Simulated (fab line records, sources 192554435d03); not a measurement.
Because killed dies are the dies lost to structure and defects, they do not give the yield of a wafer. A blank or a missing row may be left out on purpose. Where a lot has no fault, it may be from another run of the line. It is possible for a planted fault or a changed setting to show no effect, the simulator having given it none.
A lot that was struck, set against a sound lot + flow n5_finfet + 22 steps out of a route of 1938
Sound: wafers L540.1, L540.2, L540.4. Wafers L533.3, L533.4, L533.6 were the ones struck. At the end, the cause is stated.
Order at every step that has rows: each side's tool, ch and its chambers, its first start. Under that, the readings that differ: sound wafers + struck wafers + difference of the means + sigmas: that difference in standard deviations of wafers without a fault.
alike: readings with means less than 2 such deviations apart, plus words and numbers identical on both sides. not compared: withheld readings, readings lacking a value on some wafer, bounds such as >300 that could conceal the same value, and numbers that have no deviation in the record and whose values overlap.
The two part at a step that has a row with sigmas, a row that says differs or no value, or rows on one side only. Non-overlapping numbers with no deviation appear without sigmas and do not part them. A reading that every wafer of one side lacks parts them only if that side has two wafers or more.

N5_PMOS_HMC_CHANNEL_EPI_OVL_MEAS_10:
  sound on overlay-01 ch 0, day 5 11:02; struck on overlay-01 ch 0, day 3 17:22
  alike: PMOS_HMC_BLK_OVL
N5_PMOS_HMC_CHANNEL_EPI_INSPECT_11: inspects for defects (macro).
  sound on defect_inspect-01 at day 5 11:03; struck on defect_inspect-01 at day 3 17:23
  alike: raw_defect_count
N5_PMOS_HMC_CHANNEL_EPI_DESCUM_14: chemistry O2, time 7.9 s.
  sound on rie_diel-01 ch 1,2,3, day 5 11:08; struck on rie_diel-05 ch 0,3, day 3 17:26
  alike: drypump_motor_current_A, oes_product_au, rf_vpp_V, showerhead_plenum_p_Torr, throttle_valve_pct
  not compared: rf_hours_counter_h
then, 1 step without rows for these wafers: N5_PMOS_HMC_CHANNEL_EPI_ETCH_32 (etches BARC in N2/H2, stops on SiO2, target depth 85.8 nm, time 50.3 s).
N5_PMOS_HMC_CHANNEL_EPI_HM_OPEN_15: chemistry CHF3/O2, target SiO2, target depth 40.6 nm, time 20.3 s.
  sound on rie_diel-01 ch 1,2,3, day 5 11:13; struck on rie_diel-05 ch 0,3, day 3 17:30
  alike: drypump_motor_current_A, oes_product_au, rf_vpp_V, showerhead_plenum_p_Torr, throttle_valve_pct
  not compared: rf_hours_counter_h
N5_PMOS_HMC_CHANNEL_EPI_STRIP_33: strips in N2/H2.
  sound on rie_diel-01 ch 1,2,3, day 5 11:16; struck on rie_diel-05 ch 0,3, day 3 17:34
  alike: drypump_motor_current_A, oes_product_au, rf_vpp_V, showerhead_plenum_p_Torr, throttle_valve_pct
  not compared: rf_hours_counter_h
then, 2 steps without rows for these wafers: N5_PMOS_HMC_CHANNEL_EPI_STRIP_17 (strips in SPM, time 750 s); N5_PMOS_HMC_CHANNEL_EPI_ETCH_38 (etches SiO2 in CF4, target depth 1.5 nm).
N5_PMOS_HMC_CHANNEL_EPI_FIN_RECESS_16: chemistry HBr/Cl2, target Si, target depth 54 nm, time 18 s.
  sound on rie_si-06 ch 2,3, day 5 11:35; struck on rie_si-06 ch 0,1,2, day 3 17:53
  alike: HBr_flow_sccm, drypump_motor_current_A, oes_product_au, throttle_valve_pct
  not compared: rf_hours_counter_h
then, 3 steps without rows for these wafers: N5_PMOS_HMC_CHANNEL_EPI_PRECLEAN_36 (cleans in O3/DIW, time 45 s); N5_PMOS_HMC_CHANNEL_EPI_PRECLEAN_18 (cleans in DHF, time 30 s); N5_PMOS_HMC_CHANNEL_EPI_SRD_19 (time 30 s).
N5_PMOS_HMC_CHANNEL_EPI_EPI_20: deposits SiGe30, target thk 59 nm.
  sound on epi_rpcvd-02 ch 0, day 5 11:46; struck on epi_rpcvd-04 ch 0, day 3 18:28
| reading                                                 | sound                | struck               | difference | sigmas |
|---------------------------------------------------------|----------------------|----------------------|------------|--------|
| susceptor_temp_C (C)                                    | 599.55 599.30 599.47 | 607.37 607.39 607.34 | +7.93      | +27    |
| susceptor_temp_C_max                                    | 600.4 600.2 600.5    | 610.7 610.2 610.5    | +10.1      | +11    |
| model.SiGe30_of_PMOS_HMC_CHANNEL_EPI_EPI_20.thk_nm (nm) | 59.57 59.5 58.37     | 67.16 66.83 66.4     | +7.65      |        |
then, 2 steps without rows for these wafers: N5_PMOS_HMC_CHANNEL_EPI_HM_STRIP_35 (strips SiO2 in dHF, material SiO2, target depth 39.6 nm, time 216 s); N5_PMOS_HMC_CHANNEL_EPI_SRD_39 (time 30 s).
N5_PMOS_HMC_CHANNEL_EPI_CMP_21: polishes SiGe30, target thk 54 nm.
  sound on cmp-03 ch 0,2,3, day 5 13:06; struck on cmp-02 ch 1,2, day 3 19:26
  alike: motor_current_A
N5_PMOS_HMC_CHANNEL_EPI_THK_MEAS_22:
  sound on film_metro-02 at day 5 13:23; struck on film_metro-02 at day 3 19:42
  alike: HMC_CMP_THK
then, 1 step without rows for these wafers: N5_PMOS_HMC_CHANNEL_EPI_PRECLEAN_40 (cleans in DHF, time 30 s).
N5_PMOS_HMC_CHANNEL_EPI_PRECLEAN_37: cleans in O3/DIW, time 45 s.
  sound on wet_bench-03 ch 0,4,7, day 5 13:26; struck on wet_bench-04 ch 1,2,5, day 3 19:44
  not compared: model.SiGe30_of_PMOS_HMC_CHANNEL_EPI_EPI_20.thk_nm
then, 1 step without rows for these wafers: N5_PMOS_HMC_CHANNEL_EPI_PRECLEAN_24 (cleans in DHF, time 30 s).
-- here the record skips 6 days between the struck wafers' starts before and after, leaving off in module PMOS_HMC_CHANNEL_EPI and picking up in module BEOL_M4 (first step shown: number 1111 of the route) --
N5_BEOL_M4_RC_MEAS_101:
  sound on prober-01 ch 0, day 11 19:10; struck on prober-02 ch 0, day 10 04:25
  alike: DIBL_N, DIBL_P, IOFF_N, IOFF_P, ION_N, ION_P, SS_N, SS_P, VT_N, VT_P
N5_PASSIVATION_PROBE_49:
  the record holds rows for the sound wafers here (prober-02, day 15 18:22) but none for the struck ones

WHERE THEY PART
First at N5_PMOS_HMC_CHANNEL_EPI_EPI_20; last, within this record, at N5_PASSIVATION_PROBE_49.

WHY: what the simulator had put in
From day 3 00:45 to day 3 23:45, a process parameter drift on epi_rpcvd-04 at N5_PMOS_HMC_CHANNEL_EPI_EPI_20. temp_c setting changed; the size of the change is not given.
